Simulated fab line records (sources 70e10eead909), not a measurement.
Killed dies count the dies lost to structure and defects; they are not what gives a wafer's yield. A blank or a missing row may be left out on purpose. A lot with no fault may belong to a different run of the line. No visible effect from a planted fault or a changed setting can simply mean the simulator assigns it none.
Struck lot and sound lot, side by side -- flow nand_harc -- 14 steps out of a route of 1159
Sound: wafers L584.1, L584.2, L584.3. Struck: wafer L589.2 (L589.4, L589.5, from the same lot, were not struck and are left out); the cause is given at the end.
Order at every step that has rows: each side's tool, ch and its chambers, its first start. Under that, the readings that differ: sound wafers -- struck wafers -- difference of the means -- sigmas: that difference in standard deviations of wafers without a fault.
alike: readings with means less than 2 such deviations apart, plus words and numbers identical on both sides. not compared: withheld readings, readings lacking a value on some wafer, bounds such as >300 that could conceal the same value, and numbers that have no deviation in the record and whose values overlap.
The two part at a step that has a row with sigmas, a row that says differs or no value, or rows on one side only. Non-overlapping numbers with no deviation appear without sigmas and do not part them. A reading missing from all wafers of one side parts the sides only when that side holds two or more wafers.

NHARC_P_CONTACT_CD_MEAS_19:
  sound: cd_sem-01 at day 5 22:07; struck: cd_sem-02 at day 7 10:46
  alike: cd_nm
then, 2 steps without rows for these wafers: NHARC_P_CONTACT_STRIP_28 (strips in O2); NHARC_P_CONTACT_STRIP_29 (strips in post etch residue remover, time 1200 s).
NHARC_P_CONTACT_DEGAS_38: time 60 s.
  sound: pvd_sputter-03 at day 5 22:50; struck: pvd_sputter-03 at day 7 11:28
  alike: heater_power_w
then, 1 step without rows for these wafers: NHARC_P_CONTACT_PRE_CLEAN_39 (time 19.5 s).
NHARC_P_CONTACT_PVD_32: deposits Ti, target thk 5 nm, time 17.7 s.
  sound on pvd_sputter-03; struck on pvd_sputter-03
  alike: throttle_valve_pct
NHARC_P_CONTACT_ALD_22: deposits TiN, target thk 3 nm, pulse time 1 s, ald cycles 150.
  sound on ald_metal-01 ch 0,1,3, day 5 23:05; struck on ald_metal-01 ch 0, day 7 11:43
  alike: heater_power_w, precursor_pulse_height_rel
NHARC_P_CONTACT_CVD_23: deposits W, target thk 200 nm, time 557 s.
  sound on cvd_w-02 ch 0,1; struck on cvd_w-02 ch 0
  alike: heater_power_w, throttle_valve_pct
NHARC_P_CONTACT_CMP_24: polishes, t overpolish 30 s, target thk 200 nm.
  sound on cmp-03 ch 0,1,3, day 6 00:19; struck on cmp-04 ch 3, day 7 14:29
  alike: motor_current_A, overpolish_run_s, time_to_endpoint_s
then, 1 step without rows for these wafers: NHARC_P_CONTACT_SRD_26.
NHARC_P_CONTACT_INSPECT_27:
  sound: defect_inspect-01 at day 6 00:42; struck: defect_inspect-01 at day 7 14:52
  alike: raw_defect_count
NHARC_P_M0_DEP_00: deposits SiOC, target thk 150 nm.
  sound on pecvd-02 ch 1,2, day 6 00:56; struck on pecvd-03 ch 1, day 7 14:56
reading,sound,struck,difference,sigmas
rf_fwd_power_W (W),597.7 595.3 597.2,695.2,+98.5,+55
then, 1 step without rows for these wafers: NHARC_P_M0_DEHYDRATE_01 (time 120 s).
-- jump in the record: it breaks off in module P_M0 and resumes in module END (first step shown: number 1159 of the route), and 14 days separate the struck wafers' starts before and after --
NHARC_END_SORT_01:
  sound on prober-02 ch 0, day 19 20:10; struck on prober-02 ch 0, day 21 04:10
reading,sound,struck,difference,sigmas
sort_bin_3_pct (%),0.89 0.15 0.74,0,-1,-3
  alike: defect_limited_yield, killed_at_array, killed_at_other, killed_at_periphery, killed_dies, killed_open, killed_short, sort_bin_2_pct, sort_bin_4_pct, sort_n_pass, sort_rim_yield_pct, sort_yield_pct

== WHERE THEY PART ==
First at NHARC_P_M0_DEP_00; last, within this record, at NHARC_END_SORT_01.

WHY: whatever the simulator had introduced
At NHARC_P_M0_DEP_00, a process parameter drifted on pecvd-03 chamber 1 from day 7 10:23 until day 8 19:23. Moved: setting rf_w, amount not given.
